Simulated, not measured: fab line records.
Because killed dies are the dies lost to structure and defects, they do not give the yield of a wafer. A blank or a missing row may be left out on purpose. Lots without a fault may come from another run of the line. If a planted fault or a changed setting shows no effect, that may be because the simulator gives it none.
Split-lot experiment | flow n5 finfet | 7 lots, 39 wafers read, on a route of 1938 steps

== ON THE SPLIT ==
At N5_GATE_CUT_ETCH_56 (etches TiN in Cl2/Ar, target depth 21.6 nm), the setting target depth a was moved away from the recipe's 216 angstrom on 15 of the 39 wafers read, by -5.0% to +11.5%. This setting was run at the recipe's value on the other wafers.

The reading is taken at the split's own step.

== THE READING ==
etch.depth nm (the simulator's own value, which no gauge read), in nm, at N5_GATE_CUT_ETCH_56 (etches TiN in Cl2/Ar, target depth 21.6 nm). No usual value for it is given in the file. The 24 wafers here that ran the recipe average 21.58 nm, standard deviation 0.41 nm.

wafer  | tool, chamber at the split | target depth a as run, angstrom | against the recipe | etch.depth nm, nm | against lot-mates on the recipe
L075.1 | rie metal-01, 0            | 216                             | recipe             | 21.66             | -
L075.2 | rie metal-01, 1            | 216                             | recipe             | 21.4              | -
L075.3 | rie metal-01, 0            | 208.4                           | -3.5%              | 20.69             | -0.76
L075.4 | rie metal-01, 1            | 208.4                           | -3.5%              | 20.66             | -0.79
L075.5 | rie metal-01, 0            | 208.4                           | -3.5%              | 20.75             | -0.70
L075.6 | rie metal-01, 1            | 216                             | recipe             | 21.29             | -
L079.1 | rie metal-03, 1            | 240.8                           | +11.5%             | 23.27             | +1.75
L079.2 | rie metal-03, 0            | 216                             | recipe             | 21.79             | -
L079.3 | rie metal-03, 0            | 216                             | recipe             | 21.66             | -
L079.4 | rie metal-03, 1            | 240.8                           | +11.5%             | 23.48             | +1.96
L079.5 | rie metal-03, 0            | 240.8                           | +11.5%             | 24.42             | +2.90
L079.6 | rie metal-03, 1            | 216                             | recipe             | 21.12             | -
L081.1 | rie metal-02, 1            | 216                             | recipe             | 22.01             | -
L081.2 | rie metal-02, 0            | 216                             | recipe             | 21.96             | -
L081.3 | rie metal-02, 0            | 240.7                           | +11.4%             | 24.56             | +2.66
L081.4 | rie metal-02, 1            | 240.7                           | +11.4%             | 24.15             | +2.25
L081.5 | rie metal-02, 0            | 240.7                           | +11.4%             | 24.52             | +2.62
L081.6 | rie metal-02, 1            | 216                             | recipe             | 21.73             | -
L082.1 | rie metal-03, 1            | 216                             | recipe             | 20.85             | -
L082.2 | rie metal-03, 1            | 205.3                           | -5.0%              | 19.76             | -1.03
L082.3 | rie metal-03, 1            | 205.3                           | -5.0%              | 19.92             | -0.87
L082.4 | rie metal-03, 1            | 216                             | recipe             | 20.84             | -
L082.5 | rie metal-03, 1            | 216                             | recipe             | 20.68             | -
L082.6 | rie metal-03, 1            | 205.3                           | -5.0%              | 19.9              | -0.89
L086.1 | rie metal-03, 1            | 216                             | recipe             | 21.21             | -
L086.2 | rie metal-03, 0            | 216                             | recipe             | 21.97             | -
L086.3 | rie metal-03, 0            | 216                             | recipe             | 21.96             | -
L086.4 | rie metal-03, 1            | 216                             | recipe             | 21.29             | -
L086.5 | rie metal-03, 1            | 216                             | recipe             | 21.33             | -
L086.6 | rie metal-03, 0            | 216                             | recipe             | 22.15             | -
L092.3 | rie metal-02, 0            | 216                             | recipe             | 21.74             | -
L092.4 | rie metal-02, 1            | 216                             | recipe             | 21.68             | -
L092.6 | rie metal-02, 0            | 216                             | recipe             | 21.93             | -
L095.1 | rie metal-02, 0            | 216                             | recipe             | 22.09             | -
L095.2 | rie metal-02, 1            | 216                             | recipe             | 21.89             | -
L095.3 | rie metal-02, 1            | 232.1                           | +7.5%              | 23.43             | +1.53
L095.4 | rie metal-02, 0            | 232.1                           | +7.5%              | 23.5              | +1.60
L095.5 | rie metal-02, 1            | 216                             | recipe             | 21.72             | -
L095.6 | rie metal-02, 0            | 232.1                           | +7.5%              | 23.8              | +1.90

FIT RESULTS
A straight line over all 39 wafers: etch.depth nm changes by +0.239 nm for each +1% of target depth a; r = +0.94; the points scatter about the line by 0.43 nm.
The same after taking each lot's own level away (the mean of its wafers on the recipe; 39 wafers): +0.207 nm for each +1%; r = +0.97; scatter 0.26 nm.
That fit puts the effect of the largest move of target depth a on the reading at 2.4 nm.
Across the lots, their own levels run from 20.790 to 21.900 nm, a range of 2.7 times the standard deviation given above.
Hence the slope depends on the lot-to-lot level, as the two fits are not the same.
Check: for one of the wafers moved furthest among these (+11.5%), held out of the fit, the line's prediction against its lot-mates is +2.48 nm. Against them it came out at +1.75 nm.

== THE OTHER SPLITS THESE WAFERS WENT THROUGH ==
Note: prior to the reading, these wafers also went through further splits. Each is held against what the fit with the lots' levels taken away leaves over:
other split on the same wafers | wafers away from the commonest value | r with etch.depth nm (lot level and that fit taken away)
N5_HKMG_FIN_ETCH_35 bias w     | 15                                   | -0.03

== THE FILE'S OWN FIT ==
etch.depth nm changes by +0.208 nm for each +1% of target depth a, r = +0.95.
